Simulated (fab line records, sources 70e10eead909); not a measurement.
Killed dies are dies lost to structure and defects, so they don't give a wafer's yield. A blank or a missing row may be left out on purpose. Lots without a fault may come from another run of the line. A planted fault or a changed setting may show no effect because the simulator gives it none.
fab line records | flow nand_harc
record lots=14 wafers=42 last_day=34
route steps=1302 shown P_BONDPAD@374
lots that met no fault: from a run of the same line without faults
start_h: hours from the record's first day to the start of the lot's first wafer shown | wait_h: hours since the lot's step before | " the same as in the row above | L1.1+2: a row that stands for several wafers | - no value, or no start given | * or withheld: withheld | < > ~ a bound
route shown NAME@n: a module of which the file shows steps, and the number in the route of the first | usual: mean/standard deviation of fault-free wafers | same: alike in all rows | chamber/n: place in a boat | sites: the reading at each site | _std_site: their standard deviation | _edge_site: outer sites' mean less inner sites' | radius_mm: how far each site lies from the wafer's centre | mask NAME#n: copy n | behind: the tool/chamber that last shaped the wafer | hold: why the lot was held/for how many hours/how that ended | device: the transistor (n, p or np) that didn't switch | end of line: the same wafers' tests at the end of the route | a step without rows: its recipe alone | killed: dies lost to structure and defects at the first sort, not the wafer's yield | map: a wafer's dies, x killed, . not, _ none there
set.NAME: the setting as run; set.NAME@STEP: as run at that earlier step | model.NAME: the simulator's own value behind a step, which no gauge read
steps of the route over a sample of lots; a table a step, a row a wafer
services: from which hour (start_h, from the record's first day; less than 0 if before it) a tool's chamber was out of use, for how many hours, and why
## steps
# step NHARC_P_BONDPAD_DEGAS_25
# recipe temp_c=300 time_s=60
# usual heater_power_w=485/62
# columns lot.wafer tool chamber start_h wait_h heater_power_w
L897.1 pvd_sputter-01 - 148.04 - 422
L897.2 " - " " 415
L897.5 " - " " 415
L901.2 pvd_sputter-03 - 186.57 - 523
L901.5 " - " " 517
L901.6 " - " " 491
L900.1 pvd_sputter-03 - 188.12 - 542
L900.2 " - " " 524
L900.5 " - " " 542
L902.1 pvd_sputter-03 - 206.92 - 422
L902.2 " - " " 528
L902.5 " - " " 524
L903.4 pvd_sputter-03 - 215.41 - 516
L903.1 " - " " 488
L903.2 " - " " 559
L904.3 pvd_sputter-02 - 216.25 - 478
L904.2 " - " " 606
L904.5 " - " " 475
L905.2 pvd_sputter-02 - 226.90 - 647
L905.5 " - " " 466
L905.6 " - " " 640
L909.3 pvd_sputter-01 - 272.15 - 433
L909.1 " - " " 428
L909.5 " - " " 421
L911.3 pvd_sputter-03 - 281.86 - 496
L911.5 " - " " 527
L911.6 " - " " 491
L910.3 pvd_sputter-03 - 283.27 - 512
L910.1 " - " " 430
L910.6 " - " " 507
L913.3 pvd_sputter-03 - 304.25 - 415
L913.1 " - " " 531
L913.6 " - " " 529
L917.4 pvd_sputter-03 - 345.68 - 514
L917.1 " - " " 499
L917.5 " - " " 534
L918.2 pvd_sputter-01 - 360.20 - 422
L918.3 " - " " 368
L918.5 " - " " 411
L919.2 pvd_sputter-02 - 369.21 - 467
L919.4 " - " " 624
L919.5 " - " " 463
# step NHARC_P_BONDPAD_PVD_17
# recipe target_thk_a=50 bias_v=168.6 power_w=15000 chamber_pressure_pa=0.12 time_s=8.06 substrate_temp_c=50 material=TaN
# usual bias_v=168.7/1.7 cathode_dc_power_W=15000/2.6 throttle_valve_pct=29.4/0.9
# columns lot.wafer tool chamber start_h wait_h bias_v cathode_dc_power_W throttle_valve_pct
L897.2 pvd_sputter-01 - 148.18 - 170.7 14997 30.4
L897.1 " - " " 164.6 14997 30.8
L897.5 " - " " 169.0 14998 29.9
L901.2 pvd_sputter-03 - 186.69 - 168.1 15008 29.2
L901.6 " - " " 168.6 15002 29.2
L901.5 " - " " 169.3 15004 29.4
L900.1 pvd_sputter-03 - 188.23 - 164.4 15001 29.1
L900.2 " - " " 168.9 15002 29.7
L900.5 " - " " 168.9 14996 29.3
L902.1 pvd_sputter-03 - 207.04 - 168.4 14998 29.0
L902.2 " - " " 168.3 15004 28.7
L902.5 " - " " 169.7 15002 29.5
L903.4 pvd_sputter-03 - 215.53 - 165.1 14998 28.6
L903.1 " - " " 165.8 15000 29.8
L903.2 " - " " 167.9 14999 28.9
L904.2 pvd_sputter-02 - 216.38 - 169.2 15005 29.4
L904.3 " - " " 168.8 14996 30.1
L904.5 " - " " 168.4 14997 28.7
L905.2 pvd_sputter-02 - 227.41 - 170.2 14999 29.4
L905.6 " - " " 169.2 15002 27.6
L905.5 " - " " 169.6 14999 29.3
L909.3 pvd_sputter-01 - 272.29 - 167.2 15003 30.2
L909.1 " - " " 166.7 14998 31.2
L909.5 " - " " 168.5 14998 29.3
L911.3 pvd_sputter-03 - 281.98 - - - -
L911.6 " - " " - - -
L911.5 " - " " - - -
L910.1 pvd_sputter-03 - 283.40 - - - -
L910.3 " - " " - - -
L910.6 " - " " - - -
L913.1 pvd_sputter-03 - 304.35 - 168.2 14998 29.6
L913.3 " - " " 168.8 15001 30.0
L913.6 " - " " 168.3 15001 28.4
L917.1 pvd_sputter-03 - 345.78 - 171.6 14997 28.6
L917.4 " - " " 168.7 15000 29.2
L917.5 " - " " 169.4 15000 29.9
L918.3 pvd_sputter-01 - 360.32 - 169.0 14997 29.3
L918.2 " - " " 168.4 14998 31.5
L918.5 " - " " 165.8 14998 29.3
L919.4 pvd_sputter-02 - 369.34 - 168.1 15000 27.7
L919.2 " - " " 166.6 14998 29.7
L919.5 " - " " 165.3 14998 28.1
# step NHARC_P_BONDPAD_INSPECT_23
# usual raw_defect_count=341/120
# columns lot.wafer tool chamber start_h wait_h raw_defect_count
L897.1 defect_inspect-01 - 149.69 0.0 315
L897.2 " - " " 335
L897.5 " - " " 319
L901.2 defect_inspect-02 - 188.20 0.0 640
L901.5 " - " " 1017
L901.6 " - " " 330
L900.1 defect_inspect-02 - 189.72 0.0 252
L900.2 " - " " 204
L900.5 " - " " 217
L902.1 defect_inspect-02 - 208.55 0.0 238
L902.2 " - " " 194
L902.5 " - " " 198
L903.1 defect_inspect-02 - 217.05 0.1 270
L903.2 " - " " 386
L903.4 " - " " 433
L904.2 defect_inspect-02 - 217.87 0.0 484
L904.3 " - " " 391
L904.5 " - " " 328
L905.2 defect_inspect-02 - 229.01 0.0 353
L905.5 " - " " 291
L905.6 " - " " 330
L909.1 defect_inspect-01 - 273.81 0.0 357
L909.3 " - " " 492
L909.5 " - " " 357
L911.3 defect_inspect-02 - 283.49 0.0 251
L911.5 " - " " 373
L911.6 " - " " 278
L910.1 defect_inspect-02 - 284.91 0.0 310
L910.3 " - " " 327
L910.6 " - " " 433
L913.1 defect_inspect-02 - 305.84 0.0 318
L913.3 " - " " 330
L913.6 " - " " 237
L917.1 defect_inspect-02 - 347.30 0.0 261
L917.4 " - " " 462
L917.5 " - " " 299
L918.2 defect_inspect-02 - 361.83 0.0 319
L918.3 " - " " 230
L918.5 " - " " 357
L919.2 defect_inspect-02 - 370.91 0.0 269
L919.4 " - " " 257
L919.5 " - " " 230
## services
# columns tool chamber start_h hours kind
pvd_sputter-03 - 137.19 3.6 repair
pvd_sputter-03 - 143.25 6.1 repair
pvd_sputter-02 - 187.08 1.6 repair
pvd_sputter-03 - 221.56 6.7 repair
pvd_sputter-01 - 226.13 10.0 pm
pvd_sputter-02 - 231.66 0.9 repair
pvd_sputter-02 - 282.01 10.0 pm
pvd_sputter-03 - 322.28 5.8 repair
pvd_sputter-03 - 348.24 10.0 pm
pvd_sputter-01 - 349.07 8.2 repair
pvd_sputter-01 - 363.60 3.1 repair
pvd_sputter-02 - 366.34 1.8 repair
## key
first_sign step=NHARC_P_BONDPAD_PVD_17 reading=tool_record direction=missing
effect none on later readings
met_at NHARC_P_BONDPAD_PVD_17
struck_lots L910,L911
later_rows_left_out L910.1,L910.3,L910.6,L911.3,L911.5,L911.6
sort_left_out L910.1,L910.3,L910.6,L911.3,L911.5,L911.6
not_acting_at NHARC_P_BONDPAD_DEGAS_25,NHARC_P_BONDPAD_INSPECT_23
onset_between 215.53 281.98
fault kind=skipped_step_whole tool=pvd_sputter-03 chamber=- onset_h=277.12 steps=NHARC_P_BONDPAD_PVD_17 scope=struck_lots_only
# sort_left_out: the simulated sort isn't trusted on such a fault, so these wafers' sort isn't shown, and their yield isn't known
# later_rows_left_out: the simulator's readings of these wafers behind a module that went badly wrong aren't trusted and aren't shown, but for the sort
